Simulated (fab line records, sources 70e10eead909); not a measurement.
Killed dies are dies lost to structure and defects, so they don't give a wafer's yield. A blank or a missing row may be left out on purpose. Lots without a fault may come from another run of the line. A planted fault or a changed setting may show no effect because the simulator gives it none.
Problem report in the 8D (eight disciplines) form, filled by code | flow nand_harc | the parts of the form that need people (team, actions taken, sign-off) are left out

1. THE PROBLEM
killed_dies at NHARC_END_SORT_01 reads a mean of 677 on 6 wafers of 2 lots; wafers without a fault read 57 with a standard deviation of 16. That is +39 standard deviations from the usual mean.
First seen on wafer L150.2, day 29 06:17, on prober-02. The record holds 36 wafers of 12 lots with a number at this step. Rule for "out", or "out of limits": more than 4 standard deviations from the usual mean. The other wafers with a number count as sound.

2. WHAT IT IS AND WHAT IT IS NOT
question                    | is                           | is not
which readings at this step | killed_dies, killed_at_array | killed_at_other, killed_open, killed_short
which lots                  | L150, L152                   | L141, L143, L144, L145, L146, L157, L158, L159, L160, L161
which wafers of those lots  | all that have a number       | -
read on which gauges        | prober-02                    | prober-01
when                        | from day 29 06:17            | up to then (15 sound wafers); but 15 sound wafers of L157, L158, L159, L160, L161 came after

3. SUSPECTS, AND WHAT RULES EACH OUT
Counting: a tool at a process step up to the reading stays a suspect if it ran every lot that is out and no sound lot after the first of them.
- the gauge at NHARC_END_SORT_01: kept. All the wafers that are out were read on prober-02, and no step on other tools shows them out.
- rie_diel-03 at NHARC_A_SLIT_DESCUM_14 (chemistry O2, time 3 s): ruled out as a lasting fault. Sound lots L159, L158, L161 ran on it after its first lot that is out, L150 (day 24 07:26).
- rie_diel-03 at NHARC_A_SLIT_ETCH_24 (etches the open film in CF4/CHF3, target depth 121 nm, time 60.5 s): ruled out as a lasting fault. Sound lots L159, L158, L161 ran on it after its first lot that is out, L150 (day 24 07:31).
Left after counting: prober-02 at NHARC_END_SORT_01.

4. THE CAUSE (what the simulator had put in)
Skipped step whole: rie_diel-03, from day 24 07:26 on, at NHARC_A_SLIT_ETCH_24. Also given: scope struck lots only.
Counting ruled it out, wrongly: the rule takes a fault to strike every lot that its tool runs from its start on, and this one did not.

5. THE CHAIN OF EFFECTS, in route order
Each row: a reading whose mean over the struck wafers that have a number lies more than 3 standard deviations from the usual. Only readings for which the record gives a usual standard deviation are gone through. hours: the time from each lot's start at the first step in this table that gives one to its start at this step, as a median over the lots. sigmas: the change in usual standard deviations.
hours | step              | reading         | usual | on struck wafers | change | sigmas
0     | NHARC_END_SORT_01 | killed_at_array | 52    | 668              | +616   | +36
0     | NHARC_END_SORT_01 | killed_dies     | 57    | 677              | +620   | +39
Readings that are blank on the struck wafers while sound wafers have them: bias_w at NHARC_A_SLIT_ETCH_24; cf4_flow_sccm at NHARC_A_SLIT_ETCH_24; drypump_motor_current_A at NHARC_A_SLIT_ETCH_24; oes_product_au at NHARC_A_SLIT_ETCH_24; rf_vpp_V at NHARC_A_SLIT_ETCH_24; showerhead_plenum_p_Torr at NHARC_A_SLIT_ETCH_24; throttle_valve_pct at NHARC_A_SLIT_ETCH_24.

6. WHAT WOULD HAVE CAUGHT IT SOONER
In this record the first reading out of limits at a measuring or inspecting step was taken at day 29 06:17, 119 hours after the fault began at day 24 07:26.
At NHARC_A_SLIT_ETCH_24 the tool's readings are blank on the struck wafers, where sound wafers have them: an empty tool record is the first sign, and it was there at once.
